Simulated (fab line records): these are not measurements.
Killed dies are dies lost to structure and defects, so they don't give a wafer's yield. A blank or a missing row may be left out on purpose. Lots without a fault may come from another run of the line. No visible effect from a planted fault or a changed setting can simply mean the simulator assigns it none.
Chamber matching || flow n5_finfet || N5_MOL_CONTACT_COAG_ETCH_48 on rie_diel-02 has 4 sister chambers
The step etches SiOC in C4F6/O2, target depth 15 nm, overetch 4.5 nm, time 17 s. 8 wafers are shown with their chamber, then 9 later ones without.

EACH WAFER AND ITS CHAMBER
{"wafer": "L076.4", "chamber": 3, "drypump_motor_current_A (A)": 6.1, "rf_vpp_V (V)": 1585}
{"wafer": "L078.4", "chamber": 0, "drypump_motor_current_A (A)": 6.0, "rf_vpp_V (V)": 1624}
{"wafer": "L078.6", "chamber": 3, "drypump_motor_current_A (A)": 6.1, "rf_vpp_V (V)": 1584}
{"wafer": "L089.1", "chamber": 0, "drypump_motor_current_A (A)": 6.0, "rf_vpp_V (V)": 1625}
{"wafer": "L089.2", "chamber": 1, "drypump_motor_current_A (A)": 5.5, "rf_vpp_V (V)": 1562}
{"wafer": "L090.3", "chamber": 2, "drypump_motor_current_A (A)": 5.4, "rf_vpp_V (V)": 1577}
{"wafer": "L090.5", "chamber": 1, "drypump_motor_current_A (A)": 5.6, "rf_vpp_V (V)": 1562}
{"wafer": "L090.6", "chamber": 2, "drypump_motor_current_A (A)": 5.4, "rf_vpp_V (V)": 1577}

WAFERS WITHOUT THEIR CHAMBER
{"wafer": "L092.3", "drypump_motor_current_A (A)": 5.6, "rf_vpp_V (V)": 1563}
{"wafer": "L092.4", "drypump_motor_current_A (A)": 6.1, "rf_vpp_V (V)": 1583}
{"wafer": "L092.5", "drypump_motor_current_A (A)": 6.0, "rf_vpp_V (V)": 1623}
{"wafer": "L094.1", "drypump_motor_current_A (A)": 5.3, "rf_vpp_V (V)": 1577}
{"wafer": "L094.4", "drypump_motor_current_A (A)": 6.1, "rf_vpp_V (V)": 1582}
{"wafer": "L094.5", "drypump_motor_current_A (A)": 5.6, "rf_vpp_V (V)": 1561}
{"wafer": "L096.2", "drypump_motor_current_A (A)": 5.4, "rf_vpp_V (V)": 1578}
{"wafer": "L096.3", "drypump_motor_current_A (A)": 5.6, "rf_vpp_V (V)": 1561}
{"wafer": "L096.5", "drypump_motor_current_A (A)": 6.0, "rf_vpp_V (V)": 1624}

WHICH CHAMBER EACH ONE RAN IN
{"wafer": "L092.3", "from the rows above": 1, "in truth": 1}
{"wafer": "L092.4", "from the rows above": 3, "in truth": 3}
{"wafer": "L092.5", "from the rows above": 0, "in truth": 0}
{"wafer": "L094.1", "from the rows above": 2, "in truth": 2}
{"wafer": "L094.4", "from the rows above": 3, "in truth": 3}
{"wafer": "L094.5", "from the rows above": 1, "in truth": 1}
{"wafer": "L096.2", "from the rows above": 2, "in truth": 2}
{"wafer": "L096.3", "from the rows above": 1, "in truth": 1}
{"wafer": "L096.5", "from the rows above": 0, "in truth": 0}
Placed correctly: 9 of 9. Left unplaced by these rows: 0. Wrongly placed: 0.
How it was worked out, from the rows above alone: a wafer's distance from a chamber is the root of the sum, over the readings, of the square of ((its reading less the chamber's mean) divided by the reading's scatter). The wafer belongs to the nearest chamber; if the next one is less than 2 further off, it can't be placed. The mean given for a chamber averages the wafers shown for that chamber. The scatter: the root of (the sum of the squares of (reading less its chamber's mean) over the shown wafers, divided by (wafers less chambers)).
